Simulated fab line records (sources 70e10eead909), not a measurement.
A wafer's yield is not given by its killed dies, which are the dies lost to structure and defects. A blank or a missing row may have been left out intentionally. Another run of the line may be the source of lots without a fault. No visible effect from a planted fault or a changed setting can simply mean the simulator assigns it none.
Problem report, 8D (eight disciplines) form, completed by code ; flow nandHarc ; the parts of the form that need people (team, actions taken, sign-off) are left out

1. WHAT WENT WRONG
Wafers without a fault read 30, standard deviation 10; killedAtArray at NHARC_END_SORT_01 reads a mean of 88 on 6 wafers belonging to 2 lots. Relative to the usual mean, that is a shift of +5.8 standard deviations.
Earliest sighting: wafer L592.2 on prober-02 at day 20 18:55. The record holds 13 wafers of 5 lots with a number at this step. Rule for "out", or "out of limits": more than 4 standard deviations from the usual mean. The other wafers with a number count as sound.

2. WHAT IT IS, WHAT IT ISN'T
question;is;is not
which readings at this step;killedAtArray, killedDies;killedAtOther, killedAtPeriphery, killedOpen
which lots;L592, L594;L591, L602, L606
which wafers of those lots;all that have a number;-
read on which gauges;prober-02;prober-01
when;from day 20 18:55;"up to then (0 sound wafers); but 7 sound wafers of L591, L602, L606 came after"

3. WHAT RULES OUT EACH SUSPECT
Counting: a tool at any process step up to the reading remains a suspect when it ran all the lots that are out and ran no sound lot after the first of those.
- the gauge at NHARC_END_SORT_01: kept. All the wafers that are out were read on prober-02, and no step on other tools shows them out.
- pecvd-01 at NHARC_A_STAIRCASE_DEP_301 (deposits SiON, target thk 30 nm): ruled out as a lasting fault. The sound lots L602 went through it after L592, its earliest lot that is out (day 12 22:28).
- pvdSputter-01 at NHARC_THIN_TSV_DEGAS_49 (time 120 s): kept. It ran every lot that is out, first L592 (day 20 06:38), and no sound lot after that.
- pvdSputter-01 at NHARC_THIN_TSV_PVD_51 (deposits Cu, target thk 100 nm): kept. It ran every lot that is out, first L592 (day 20 07:56), and no sound lot after that. NHARC_THIN_TSV_PVD_51 gives no start for some lots, so the hours and the order of its lots are those of NHARC_THIN_TSV_ANNEAL_52.
- rtpAnneal-01 at NHARC_THIN_TSV_ANNEAL_52 (time 90 s): ruled out as a lasting fault. The sound lots L606 went through it after L592, its earliest lot that is out (day 20 07:56).
Left after counting: pvdSputter-01 at NHARC_THIN_TSV_DEGAS_49, pvdSputter-01 at NHARC_THIN_TSV_PVD_51, prober-02 at NHARC_END_SORT_01.

4. THE CAUSE (what the simulator had put in)
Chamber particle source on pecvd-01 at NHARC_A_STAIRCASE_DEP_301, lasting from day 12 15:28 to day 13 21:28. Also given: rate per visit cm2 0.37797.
Counting ruled it out, wrongly: the rule takes a fault to strike every lot that its tool runs from its start on, and this one did not.

5. THE EFFECT CHAIN, in route order
One row per reading whose mean, taken over the struck wafers that have a number, lies over 3 standard deviations from the usual. Readings are gone through only where the record gives a usual standard deviation; hours: the median, over the lots, of the time from a lot's start at the first step in this table giving one to that lot's start at this step; sigmas: the change measured in usual standard deviations.
hours;step;reading;usual;on struck wafers;change;sigmas
0;NHARC_END_SORT_01;killedAtArray;30;88;+58;+5.8
0;NHARC_END_SORT_01;killedDies;34;91;+57;+5.2

6. HOW IT WOULD HAVE BEEN CAUGHT EARLIER
Counted from the fault's start at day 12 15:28, it took 195 hours until the first out-of-limits reading at a measuring or inspecting step in this record, taken at day 20 18:55.
An alarm limit of 4 standard deviations would not have fired on the tool readings at NHARC_A_STAIRCASE_DEP_301 for which the record gives a usual standard deviation, since none of them was out on any struck wafer.
